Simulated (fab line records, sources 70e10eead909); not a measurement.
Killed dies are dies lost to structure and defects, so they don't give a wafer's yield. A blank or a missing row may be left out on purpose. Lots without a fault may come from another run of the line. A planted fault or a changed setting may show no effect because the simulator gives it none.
fab line records | flow nand_harc | part 2 of 2: steps 28 to 35 of 35
record lots=5 wafers=15 last_day=21
route steps=1159 shown A_WL_FILL@829 A_CONTACT@840
lots that met no fault: from a run of the same line without faults
start_h: hours from the record's first day to the start of the lot's first wafer shown | wait_h: hours since the lot's step before | " the same as in the row above | L1.1+2: a row that stands for several wafers | - no value, or no start given | * or withheld: withheld | < > ~ a bound
route shown NAME@n: a module of which the file shows steps, and the number in the route of the first | usual: mean/standard deviation of fault-free wafers | same: alike in all rows | chamber/n: place in a boat | sites: the reading at each site | _std_site: their standard deviation | _edge_site: outer sites' mean less inner sites' | radius_mm: how far each site lies from the wafer's centre | mask NAME#n: copy n | behind: the tool/chamber that last shaped the wafer | hold: why the lot was held/for how many hours/how that ended | device: the transistor (n, p or np) that didn't switch | end of line: the same wafers' tests at the end of the route | a step without rows: its recipe alone | killed: dies lost to structure and defects at the first sort, not the wafer's yield | map: a wafer's dies, x killed, . not, _ none there
set.NAME: the setting as run; set.NAME@STEP: as run at that earlier step | model.NAME: the simulator's own value behind a step, which no gauge read
lots at some steps of the route; a table a step, a row a wafer
services: from which hour (start_h, from the record's first day; less than 0 if before it) a tool's chamber was out of use, for how many hours, and why
## steps
# step NHARC_A_CONTACT_ETCH_50
# recipe target_depth_a=847 time_s=42.4 cf4_flow_sccm=100 chf3_flow_sccm=30 ar_flow_sccm=0 rf_w=500 bias_w=200 chemistry=CF4/CHF3
# usual drypump_motor_current_A=5.9/0.56 oes_product_au=0.949/0.026 rf_vpp_V=370.5/2.1 showerhead_plenum_p_Torr=1.57/0.058 throttle_valve_pct=16.801/0.0088
# columns lot.wafer tool chamber start_h wait_h drypump_motor_current_A oes_product_au rf_hours_counter_h rf_vpp_V showerhead_plenum_p_Torr throttle_valve_pct
L074.1 rie_diel-12 2 - - 5.6 0.923 59 368.2 1.50 16.790
L074.2 " 1 " " 5.4 0.924 59 371.2 1.60 16.809
L074.6 " 2 " " 5.6 0.920 - 367.1 1.50 16.791
L078.3 rie_diel-02 1 - - 6.7 0.944 18 369.5 1.54 16.809
L078.5 " 1 " " 6.7 0.936 - 369.8 1.54 16.806
L078.6 " 2 " " 5.4 0.932 - 374.5 1.69 16.800
L083.1 rie_diel-02 0 - - 6.6 0.956 29 369.9 1.53 16.796
L083.5 " 0 " " 6.6 0.961 - 370.4 1.53 16.804
L083.6 " 1 " " 6.7 0.987 - 368.3 1.54 16.807
L087.3 rie_diel-02 1 - - 6.7 0.917 38 369.1 1.53 16.807
L087.1 " 0 " " 6.6 0.931 38 369.3 1.52 16.791
L087.5 " 1 " " 6.7 0.930 - 369.2 1.53 16.808
L085.3 rie_diel-01 3 - - 6.2 0.977 24 368.5 1.52 16.819
L085.1 " 2 " " 5.1 0.977 24 369.1 1.52 16.787
L085.5 " 3 " " 6.2 0.973 - 367.0 1.52 16.804
# step NHARC_A_CONTACT_ETCH_51
# recipe target_depth_a=36000 over_etch_frac=0.3 time_s=936 ion_energy_ev=150 o2_flow_sccm=400 cos_flow_sccm=20 ar_flow_sccm=0 rf_w=500 bias_w=300 chemistry=O2/COS
# usual drypump_motor_current_A=5.9/0.54 o2_flow_sccm=400.1/1.1 oes_product_au=1.000/0.0094 rf_vpp_V=314.2/1.9 showerhead_plenum_p_Torr=3.13/0.12 throttle_valve_pct=28.330/0.0093
# same over_etch_frac=0.3
# columns lot.wafer tool chamber start_h wait_h drypump_motor_current_A o2_flow_sccm oes_product_au rf_hours_counter_h rf_vpp_V showerhead_plenum_p_Torr throttle_valve_pct
L074.2 rie_diel-12 3 - - 5.9 400.3 0.993 55 312.1 3.02 28.320
L074.1 " 0 " " 6.7 400.2 1.006 56 312.4 3.07 28.318
L074.6 " 2 " " 5.6 398.5 1.010 - 313.3 2.97 28.330
L078.3 rie_diel-02 0 - - 6.6 398.5 0.983 18 311.9 3.03 28.315
L078.5 " 3 " " 6.1 400.3 0.996 - 316.0 3.23 28.327
L078.6 " 0 " " 6.6 399.3 0.991 - 312.8 3.03 28.344
L083.1 rie_diel-02 1 - - 6.7 400.1 1.006 30 313.6 3.05 28.343
L083.5 " 2 " " 5.4 401.4 1.005 - 318.1 3.35 28.349
L083.6 " 3 " " 6.1 400.4 0.988 - 314.2 3.22 28.344
L087.3 rie_diel-02 3 - - 6.1 400.4 0.994 42 316.1 3.22 28.324
L087.1 " 0 " " 6.6 399.9 0.984 38 310.4 3.03 28.327
L087.5 " 0 " " 6.6 399.1 0.999 - 312.5 3.02 28.334
L085.3 rie_diel-01 2 - - 5.1 400.9 1.010 24 313.6 3.02 28.331
L085.1 " 3 " " 6.2 402.4 0.996 24 312.5 3.02 28.343
L085.5 " 3 " " 6.2 401.4 0.995 - 313.6 3.02 28.327
# step NHARC_A_CONTACT_ETCH_111
# recipe source_w=withheld pressure_mtorr=20 bias_v=withheld time_s=140 target_depth_a=7000 ar_flow_sccm=withheld c4f8_flow_sccm=withheld o2_flow_sccm=withheld chemistry=C4F8/O2/Ar
# columns lot.wafer tool chamber start_h wait_h rf_hours_counter_h
L074.2 har_cap_etch-01 1 366.24 - 55
L074.1 " 0 " " 55
L074.6 " 1 " " -
L078.3 har_cap_etch-01 1 387.13 - -
L078.6 " 0 " " -
L078.5 " 1 " " -
L083.1 har_cap_etch-03 1 420.78 - 89
L083.5 " 1 " " -
L083.6 " 0 " " -
L087.1 har_cap_etch-03 0 444.49 - 93
L087.3 " 0 " " -
L087.5 " 0 " " -
L085.1 har_cap_etch-02 1 446.21 - 22
L085.3 " 0 " " -
L085.5 " 1 " " -
# step NHARC_A_CONTACT_ETCH_112
# recipe source_w=withheld pressure_mtorr=20 bias_v=3000 time_s=94 target_depth_a=9220 ar_flow_sccm=withheld c4f8_flow_sccm=withheld o2_flow_sccm=withheld chemistry=C4F8/O2/Ar
# columns lot.wafer tool chamber start_h wait_h rf_hours_counter_h
L074.2 har_cap_etch-01 1 366.43 0.2 55
L074.1 " 0 " " 55
L074.6 " 1 " " -
L078.3 har_cap_etch-01 1 387.27 0.1 -
L078.6 " 0 " " -
L078.5 " 1 " " -
L083.1 har_cap_etch-03 1 420.97 0.2 89
L083.5 " 1 " " -
L083.6 " 0 " " -
L087.1 har_cap_etch-03 0 444.69 0.2 93
L087.3 " 0 " " -
L087.5 " 0 " " -
L085.1 har_cap_etch-02 1 446.41 0.2 22
L085.3 " 0 " " -
L085.5 " 1 " " -
# step NHARC_A_CONTACT_ETCH_113
# recipe source_w=withheld pressure_mtorr=20 bias_v=3000 time_s=94 target_depth_a=9220 ar_flow_sccm=withheld c4f8_flow_sccm=withheld o2_flow_sccm=withheld chemistry=C4F8/O2/Ar
# columns lot.wafer tool chamber start_h wait_h rf_hours_counter_h
L074.2 har_cap_etch-01 1 366.52 0.1 55
L074.1 " 0 " " 55
L074.6 " 1 " " -
L078.3 har_cap_etch-01 1 387.37 0.1 -
L078.6 " 0 " " -
L078.5 " 1 " " -
L083.1 har_cap_etch-03 1 421.06 0.1 89
L083.5 " 1 " " -
L083.6 " 0 " " -
L087.1 har_cap_etch-03 0 444.78 0.1 93
L087.3 " 0 " " -
L087.5 " 0 " " -
L085.1 har_cap_etch-02 1 446.50 0.1 22
L085.3 " 0 " " -
L085.5 " 1 " " -
# step NHARC_A_CONTACT_ETCH_114
# recipe source_w=withheld pressure_mtorr=20 bias_v=3000 time_s=94 target_depth_a=9220 ar_flow_sccm=withheld c4f8_flow_sccm=withheld o2_flow_sccm=withheld chemistry=C4F8/O2/Ar
# columns lot.wafer tool chamber start_h wait_h rf_hours_counter_h
L074.2 har_cap_etch-01 1 366.61 0.1 55
L074.1 " 0 " " 55
L074.6 " 1 " " -
L078.3 har_cap_etch-01 1 387.46 0.1 -
L078.6 " 0 " " -
L078.5 " 1 " " -
L083.1 har_cap_etch-03 1 421.15 0.1 89
L083.5 " 1 " " -
L083.6 " 0 " " -
L087.1 har_cap_etch-03 0 444.87 0.1 93
L087.3 " 0 " " -
L087.5 " 0 " " -
L085.1 har_cap_etch-02 1 446.59 0.1 23
L085.3 " 0 " " -
L085.5 " 1 " " -
# step NHARC_A_CONTACT_ETCH_115
# recipe source_w=withheld pressure_mtorr=20 bias_v=3000 time_s=94 target_depth_a=9220 ar_flow_sccm=withheld c4f8_flow_sccm=withheld o2_flow_sccm=withheld chemistry=C4F8/O2/Ar
# columns lot.wafer tool chamber start_h wait_h rf_hours_counter_h
L074.2 har_cap_etch-01 1 366.70 0.1 55
L074.1 " 0 " " 55
L074.6 " 1 " " -
L078.3 har_cap_etch-01 1 387.55 0.1 -
L078.6 " 0 " " -
L078.5 " 1 " " -
L083.1 har_cap_etch-03 1 421.25 0.1 89
L083.5 " 1 " " -
L083.6 " 0 " " -
L087.1 har_cap_etch-03 0 444.96 0.1 93
L087.3 " 0 " " -
L087.5 " 0 " " -
L085.1 har_cap_etch-02 1 446.69 0.1 23
L085.3 " 0 " " -
L085.5 " 1 " " -
# step NHARC_A_CONTACT_ETCH_116
# recipe source_w=withheld pressure_mtorr=20 bias_v=3000 time_s=94 target_depth_a=9220 ar_flow_sccm=withheld c4f8_flow_sccm=withheld o2_flow_sccm=withheld chemistry=C4F8/O2/Ar
# columns lot.wafer tool chamber start_h wait_h rf_hours_counter_h
L074.2 har_cap_etch-01 1 366.80 0.1 55
L074.1 " 0 " " 55
L074.6 " 1 " " -
L078.3 har_cap_etch-01 1 387.64 0.1 -
L078.6 " 0 " " -
L078.5 " 1 " " -
L083.1 har_cap_etch-03 1 421.34 0.1 89
L083.5 " 1 " " -
L083.6 " 0 " " -
L087.1 har_cap_etch-03 0 445.05 0.1 93
L087.3 " 0 " " -
L087.5 " 0 " " -
L085.1 har_cap_etch-02 1 446.78 0.1 23
L085.3 " 0 " " -
L085.5 " 1 " " -
## services
# columns tool chamber start_h hours kind
pecvd-02 - 334.00 13.0 pm
arfi_scanner-01 - 337.36 11.4 repair
rie_si-06 3 337.86 2.6 repair
ald_metal-03 3 340.79 22.1 repair
acl_dep-02 - 349.58 13.0 pm
wet_bench-02 - 356.07 8.0 pm
rie_si-06 - 360.03 9.0 pm
ald_metal-02 - 364.00 10.0 pm
cmp-01 - 377.21 4.0 pm
rie_diel-12 - 379.62 9.0 pm
cmp-01 - 402.32 5.7 repair
wet_bench-02 - 406.58 3.6 repair
rie_diel-12 0 412.71 46.5 repair
cmp-01 - 414.89 0.5 repair
pecvd-01 - 418.23 13.0 pm
har_cap_etch-01 - 420.51 0.6 repair
cmp-02 - 423.18 4.0 pm
ald_metal-03 3 428.63 3.1 repair
arfi_scanner-01 - 430.62 5.6 repair
rie_diel-01 1 432.22 3.1 repair
wet_bench-02 - 435.67 1.0 repair
ald_metal-03 3 439.35 3.7 repair
litho_track-01 - 443.00 7.0 pm
wet_bench-02 - 445.54 4.3 repair
